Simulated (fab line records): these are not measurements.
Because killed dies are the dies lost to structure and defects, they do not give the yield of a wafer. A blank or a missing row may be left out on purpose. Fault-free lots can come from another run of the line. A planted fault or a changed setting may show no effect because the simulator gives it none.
Matching of chambers    flow n5-finfet    ald-metal-02 running N5_HKMG_FIN_NWFM_ALD_20: 4 sister chambers
The step deposits TiAlC, target thk 2 nm, pulse time 3 s, purge time 2 s. 8 wafers are shown with their chamber, then 7 later ones without.

## WAFERS PAIRED WITH THEIR CHAMBERS
wafer   chamber  heater-power-w (W)  precursor-pulse-height-rel
L075.1  1        528                 1.018
L078.3  1        505                 0.995
L081.5  3        431                 1.013
L083.2  2        476                 1.000
L083.3  3        437                 0.992
L083.4  0        535                 1.012
L088.1  0        548                 1.012
L088.2  2        485                 0.990

## WAFERS MISSING THEIR CHAMBER
wafer   heater-power-w (W)  precursor-pulse-height-rel
L088.5  511                 1.004
L087.3  528                 0.988
L087.4  514                 1.005
L087.5  544                 0.984
L092.1  523                 0.968
L092.4  474                 1.014
L092.6  472                 1.034

## EACH ONE'S CHAMBER
wafer   from the rows above           in truth
L088.5  1                             1
L087.3  can't be placed: 1 or 0       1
L087.4  1                             1
L087.5  can't be placed: 0 or 1       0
L092.1  can't be placed: 1 or 0 or 2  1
L092.4  2                             2
L092.6  can't be placed: 2 or 3 or 1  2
Correctly placed: 3 of 7. From these rows, 4 cannot be placed; in 4 the true chamber is one of the candidates. Number placed wrongly: 0.
How it was worked out, from the rows above alone: a wafer's distance from a chamber is the root of the sum, over the readings, of the square of ((its reading less the chamber's mean) divided by the reading's scatter). If the next closest chamber is less than 2 further off than the closest, the wafer can't be placed; otherwise it belongs to the closest. For every chamber, the mean is computed from those of its wafers that are shown. The scatter is the square root of a quotient: the sum, over the shown wafers, of each reading's squared deviation from its chamber's mean, divided by wafers minus chambers.
